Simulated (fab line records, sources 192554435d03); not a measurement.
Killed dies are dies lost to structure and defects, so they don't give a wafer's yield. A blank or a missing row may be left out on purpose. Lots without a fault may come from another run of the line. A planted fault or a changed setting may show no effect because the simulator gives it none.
Which tool did it? | flow n5_finfet | 10 lots, 30 wafers sampled, at 5 steps of a route of 1938

WHAT THE GAUGES READ, wafer by wafer
N5_FIN_SAQP_INSPECT_40: inspects for defects (brightfield).
lot  | measured    | on                | raw_defect_count
L122 | day 2 03:40 | defect_inspect-02 | 279 319 298
L125 | day 2 19:32 | defect_inspect-01 | 213 264 163
L127 | day 3 08:04 | defect_inspect-01 | 459 292 245
L130 | day 4 04:17 | defect_inspect-01 | 237 214 229
L131 | day 4 08:45 | defect_inspect-01 | 150 222 185
L132 | day 4 15:10 | defect_inspect-01 | 197 291 228
L135 | day 5 09:35 | defect_inspect-01 | 214 322 422
L136 | day 5 13:34 | defect_inspect-02 | 265 284 224
L141 | day 6 23:25 | defect_inspect-01 | 155 128 187
L144 | day 7 14:49 | defect_inspect-01 | 207 314 183

N5_FIN_CUT_CD_MEAS_08: target cd 29.1 nm.
lot  | measured    | on        | cd_nm (nm)
L122 | day 2 03:59 | cd_sem-02 | 28.62 29.15 29.15
L125 | day 2 19:50 | cd_sem-02 | 29.34 29.20 29.16
L127 | day 3 08:22 | cd_sem-02 | 29.45 29.30 29.03
L130 | day 4 04:35 | cd_sem-02 | 29.27 28.80 29.24
L131 | day 4 09:03 | cd_sem-02 | 28.58 29.22 28.86
L132 | day 4 15:28 | cd_sem-01 | 29.06 29.12 29.09
L135 | day 5 10:01 | cd_sem-03 | 29.28 29.06 29.19
L136 | day 5 13:52 | cd_sem-01 | 29.26 29.51 29.16
L141 | day 6 23:50 | cd_sem-02 | 29.20 28.96 29.02
L144 | day 7 15:07 | cd_sem-03 | 29.37 29.14 29.07

N5_BEOL_M4_RC_MEAS_101.
lot  | measured     | on        | DIBL_N (mV/V)  | DIBL_P (mV/V)  | IOFF_N (nA/um)    | IOFF_P (nA/um) | ION_N (uA/um) | ION_P (uA/um) | SS_N (mV/dec)  | SS_P (mV/dec)  | VT_N (mV)   | VT_P (mV)
L122 | day 7 23:34  | prober-01 | 37.3 35.8 37.5 | 39.0 37.3 39.4 | 0.199 0.157 0.190 | 0.25 0.22 0.26 | 697 682 674   | 474 469 464   | 71.6 71.3 72.0 | 73.8 72.9 73.9 | 244 247 244 | -248 -248 -248
L125 | day 8 17:07  | prober-02 | 34.7 37.3 33.3 | 34.7 37.5 33.1 | 0.117 0.156 0.097 | 0.17 0.21 0.16 | 668 659 645   | 456 457 457   | 71.3 71.9 71.0 | 72.9 73.2 72.3 | 255 252 259 | -254 -250 -254
L127 | day 9 03:46  | prober-01 | 36.2 37.3 35.7 | 36.6 38.7 35.5 | 0.185 0.213 0.158 | 0.28 0.30 0.24 | 690 704 682   | 481 492 469   | 71.3 71.8 71.7 | 73.0 73.5 72.8 | 244 244 248 | -242 -243 -245
L130 | day 9 22:42  | prober-02 | 35.1 36.6 37.6 | 36.7 37.7 38.1 | 0.166 0.178 0.195 | 0.24 0.27 0.27 | 680 664 675   | 470 464 462   | 71.2 71.4 72.4 | 73.1 73.4 73.2 | 250 251 248 | -246 -242 -247
L131 | day 10 02:07 | prober-02 | 35.9 34.7 34.6 | 36.1 35.1 34.3 | 0.152 0.137 0.133 | 0.19 0.18 0.17 | 666 676 672   | 458 467 457   | 71.8 71.7 71.9 | 74.0 73.5 73.0 | 250 250 252 | -253 -253 -257
L132 | day 10 14:38 | prober-01 | 34.9 36.1 35.3 | 35.9 37.8 36.1 | 0.144 0.166 0.151 | 0.19 0.22 0.20 | 673 676 668   | 467 463 462   | 70.7 71.9 71.2 | 72.8 73.1 73.0 | 250 250 250 | -250 -248 -247
L135 | day 11 00:29 | prober-01 | 34.1 33.7 33.2 | 35.8 35.4 33.6 | 0.137 0.127 0.117 | 0.21 0.20 0.18 | 678 669 672   | 467 469 458   | 70.9 70.1 70.5 | 73.3 72.6 72.7 | 251 252 254 | -251 -249 -254
L136 | day 11 02:43 | prober-02 | 37.6 37.9 38.0 | 37.7 37.9 38.6 | 0.174 0.182 0.188 | 0.25 0.23 0.26 | 689 676 684   | 475 463 474   | 71.1 71.7 72.4 | 72.6 73.7 73.0 | 246 247 247 | -246 -249 -246
L141 | day 12 22:46 | prober-02 | 36.7 35.3 38.0 | 37.0 35.0 37.8 | 0.177 0.153 0.212 | 0.22 0.19 0.23 | 680 665 674   | 462 452 455   | 71.6 71.6 72.3 | 74.1 72.9 74.4 | 248 251 246 | -251 -253 -250
L144 | day 13 16:16 | prober-01 | 35.1 36.5 37.9 | 33.1 34.6 36.6 | 0.124 0.139 0.169 | 0.19 0.22 0.24 | 674 666 680   | 470 469 476   | 70.4 71.8 71.0 | 71.9 71.9 73.1 | 252 251 245 | -249 -246 -246

WHICH TOOL RAN EACH LOT (tool, then ch and the chambers of the sampled wafers, then the start)
lot  | N5_FIN_SAQP_FIN_ETCH_36         | N5_FIN_CUT_COAT_19
L122 | rie_si-01 ch 0,1,2, day 2 03:25 | litho_track-04 ch 0, day 2 03:43
L125 | rie_si-06 ch 1,3, day 2 19:16   | litho_track-02 ch 0, day 2 19:34
L127 | rie_si-01 ch 0,1,2, day 3 07:49 | litho_track-02 ch 0, day 3 08:06
L130 | rie_si-06 ch 1,3, day 4 04:02   | litho_track-02 ch 0, day 4 04:19
L131 | rie_si-06 ch 1,2,3, day 4 08:30 | litho_track-04 ch 0, day 4 08:47
L132 | rie_si-06 ch 0,1,3, day 4 14:55 | litho_track-04 ch 0, day 4 15:11
L135 | rie_si-01 ch 1,2,3, day 5 09:20 | litho_track-04 ch 0, day 5 09:38
L136 | rie_si-01 ch 1,3, day 5 13:19   | litho_track-01 ch 0, day 5 13:36
L141 | rie_si-01 ch 0,1,3, day 6 23:10 | litho_track-04 ch 0, day 6 23:27
L144 | rie_si-04 ch 0,3, day 7 14:34   | litho_track-01 ch 0, day 7 14:51
- N5_FIN_SAQP_FIN_ETCH_36: etches the open film in HBr/Cl2/O2, target depth 120 nm, time 50.4 s.
- N5_FIN_CUT_COAT_19: time 60 s, resist thk 20 nm.

WHAT THE TOOLS THEMSELVES READ (means of the sampled wafers that have a number; where no wafer has one, the mark that the record gives instead)
N5_FIN_SAQP_FIN_ETCH_36.
lot  | tool      | drypump_motor_current_A (A) | oes_product_au (a.u.) | throttle_valve_pct (%)
L122 | rie_si-01 | 5.6                         | 0.999                 | 35.88
L125 | rie_si-06 | 5.2                         | 0.997                 | 36.02
L127 | rie_si-01 | 5.6                         | 0.994                 | 35.87
L130 | rie_si-06 | 5.1                         | 0.989                 | 36.02
L131 | rie_si-06 | 5.0                         | 1.001                 | 35.94
L132 | rie_si-06 | 5.5                         | 0.990                 | 35.93
L135 | rie_si-01 | 5.9                         | 1.014                 | 35.83
L136 | rie_si-01 | 5.6                         | 1.006                 | 35.74
L141 | rie_si-01 | 5.5                         | 1.009                 | 35.75
L144 | rie_si-04 | 5.7                         | 1.013                 | 35.82

N5_FIN_CUT_COAT_19.
lot  | tool           | dispense_pressure_kPa (kPa) | heater_power_total_W (W) | run_length_s (s)
L122 | litho_track-04 | 53.0                        | 428.4                    | 66.6
L125 | litho_track-02 | 52.0                        | 430.0                    | 66.0
L127 | litho_track-02 | 52.0                        | 426.5                    | 65.8
L130 | litho_track-02 | 52.0                        | 426.6                    | 65.8
L131 | litho_track-04 | 53.0                        | 428.0                    | 66.6
L132 | litho_track-04 | 53.0                        | 428.7                    | 66.6
L135 | litho_track-04 | 53.0                        | 428.3                    | 70.0
L136 | litho_track-01 | 56.4                        | 428.2                    | 66.1
L141 | litho_track-04 | 53.0                        | 429.3                    | 70.0
L144 | litho_track-01 | 56.5                        | 425.0                    | 66.0

THE ANSWER, worked out from the rows above alone
Rule: what is usual is taken from the lots themselves. Put in order of their means at a reading, lots are off if they are a third of the lots or fewer, leave a main group of 4 or more, and stand apart from it by a gap of 3 or more times the standard deviation of the main group's means; of several such gaps the widest counts. A main group whose means are all the same, to the digits that the tables above print for the reading, isn't used. A lot without any number at a reading at which 4 lots or more have one is off too. The other lots that the step has rows for count as sound. The gauges are gone through in route order, then the tools' own readings, and for those a lot's mean is taken as printed above. The first step at which some lot is off is used, and at that step the reading that is off furthest; a lot without a number counts as furthest.
Off: L135, L141, at N5_FIN_CUT_COAT_19 (run_length_s). The main group: mean 66.2 s, standard deviation 0.33.
A tool fits if, at that step or a process step before it, it ran every lot that is off, and no sound lot after the first of them. One fits: litho_track-04 at N5_FIN_CUT_COAT_19. Its last sound lot is L132 (day 4 15:11), its first lot that is off L135 (day 5 09:38): a fault that began between those two fits.
The tool's own readings at N5_FIN_CUT_COAT_19 bear it out: on the lots that are off they differ by more than 5 times the standard deviation of the sound lots' means. run_length_s reads 70.0 s there against 66.2 s on the sound lots.

WHAT THE SIMULATOR HAD PUT IN
Process parameter drift: litho_track-04, from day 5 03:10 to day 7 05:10, at N5_FIN_CUT_COAT_19. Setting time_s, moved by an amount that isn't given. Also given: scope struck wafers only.
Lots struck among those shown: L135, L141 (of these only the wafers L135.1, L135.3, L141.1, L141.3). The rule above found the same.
